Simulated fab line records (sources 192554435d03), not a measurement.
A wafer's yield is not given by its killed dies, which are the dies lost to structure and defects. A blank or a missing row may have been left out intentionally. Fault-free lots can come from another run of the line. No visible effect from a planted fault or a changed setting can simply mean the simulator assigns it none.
Matching of chambers + flow n5-finfet + N5_FIN_CUT_CUT_ETCH_28 on rie-si-03: 4 sister chambers
The step etches Si in HBr/Cl2/O2, target depth 6 nm, time 2.4 s. 8 wafers are shown with their chamber, then 9 later ones without.

== WAFERS WITH THEIR CHAMBER ==
| wafer  | chamber | throttle-valve-pct (%) | drypump-motor-current-A (A) |
|--------|---------|------------------------|-----------------------------|
| L077.4 | 0       | 37.01                  | 6.0                         |
| L077.6 | 0       | 37.01                  | 6.0                         |
| L078.3 | 1       | 36.81                  | 6.3                         |
| L080.3 | 1       | 36.79                  | 6.3                         |
| L080.5 | 3       | 36.77                  | 5.3                         |
| L081.2 | 2       | 37.06                  | 5.8                         |
| L081.3 | 3       | 36.79                  | 5.4                         |
| L081.5 | 2       | 37.07                  | 5.8                         |

== WAFERS WITHOUT THEIR CHAMBER ==
| wafer  | throttle-valve-pct (%) | drypump-motor-current-A (A) |
|--------|------------------------|-----------------------------|
| L082.1 | 36.79                  | 6.3                         |
| L082.3 | 37.07                  | 5.8                         |
| L082.4 | 36.99                  | 6.0                         |
| L087.1 | 36.78                  | 5.4                         |
| L087.2 | 36.98                  | 6.0                         |
| L087.5 | 37.08                  | 5.9                         |
| L094.2 | 36.99                  | 6.0                         |
| L094.5 | 36.80                  | 6.3                         |
| L094.6 | 37.07                  | 5.9                         |

== THE CHAMBER EACH PASSED THROUGH ==
| wafer  | from the rows above | in truth |
|--------|---------------------|----------|
| L082.1 | 1                   | 1        |
| L082.3 | 2                   | 2        |
| L082.4 | 0                   | 0        |
| L087.1 | 3                   | 3        |
| L087.2 | 0                   | 0        |
| L087.5 | 2                   | 2        |
| L094.2 | 0                   | 0        |
| L094.5 | 1                   | 1        |
| L094.6 | 2                   | 2        |
Placed correctly: 9 of 9. Left unplaced by these rows: 0. Number placed wrongly: 0.
How it was worked out, from the rows above alone: a wafer's distance from a chamber is the root of the sum, over the readings, of the square of ((its reading less the chamber's mean) divided by the reading's scatter). The wafer belongs to the nearest chamber; if the next one is less than 2 further off, it can't be placed. Each chamber's mean is taken over the wafers shown for it. How the scatter is found: for the shown wafers, subtract from each reading the mean of its chamber, square and add these, divide the total by (wafers less chambers), then take the root.
